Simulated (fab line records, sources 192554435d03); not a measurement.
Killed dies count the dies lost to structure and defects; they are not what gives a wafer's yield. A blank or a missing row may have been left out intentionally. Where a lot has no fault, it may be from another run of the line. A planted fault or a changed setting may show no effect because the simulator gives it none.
Matching of chambers | flow n5 finfet | N5_BEOL_M0_SAQP_ALD_48 on ald sin-02 has 4 sister chambers
The step deposits SiO2, target thk 20 nm, pulse time 1 s, co reactant pulse time 1 s. 8 wafers are shown with their chamber, then 7 later ones without.

## WAFERS WITH THEIR CHAMBER
wafer  | chamber | heater power w (W) | precursor pulse height rel
L078.5 | 1       | 77                 | 1.003
L081.4 | 3       | 81                 | 0.988
L084.4 | 0       | 85                 | 1.004
L084.6 | 3       | 80                 | 1.004
L088.4 | 0       | 85                 | 1.008
L088.5 | 2       | 79                 | 0.991
L091.1 | 2       | 80                 | 0.984
L091.2 | 1       | 75                 | 1.026

## WAFERS WITHOUT THEIR CHAMBER
wafer  | heater power w (W) | precursor pulse height rel
L091.6 | 75                 | 0.999
L093.3 | 76                 | 0.988
L093.4 | 80                 | 1.019
L093.6 | 76                 | 0.990
L095.1 | 75                 | 1.005
L095.4 | 81                 | 1.015
L095.5 | 81                 | 1.008

## WHICH CHAMBER EACH ONE RAN IN
wafer  | from the rows above     | in truth
L091.6 | 1                       | 1
L093.3 | can't be placed: 1 or 2 | 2
L093.4 | can't be placed: 3 or 2 | 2
L093.6 | can't be placed: 1 or 2 | 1
L095.1 | 1                       | 1
L095.4 | can't be placed: 3 or 2 | 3
L095.5 | can't be placed: 3 or 2 | 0
Placed correctly: 2 of 7. From these rows, 5 cannot be placed; in 4 the true chamber is one of the candidates. Number placed wrongly: 0.
How it was worked out, from the rows above alone: a wafer's distance from a chamber is the root of the sum, over the readings, of the square of ((its reading less the chamber's mean) divided by the reading's scatter). If the next closest chamber is less than 2 further off than the closest, the wafer can't be placed; otherwise it belongs to the closest. For every chamber, the mean is computed from those of its wafers that are shown. The scatter is the square root of a quotient: the sum, over the shown wafers, of each reading's squared deviation from its chamber's mean, divided by wafers minus chambers.
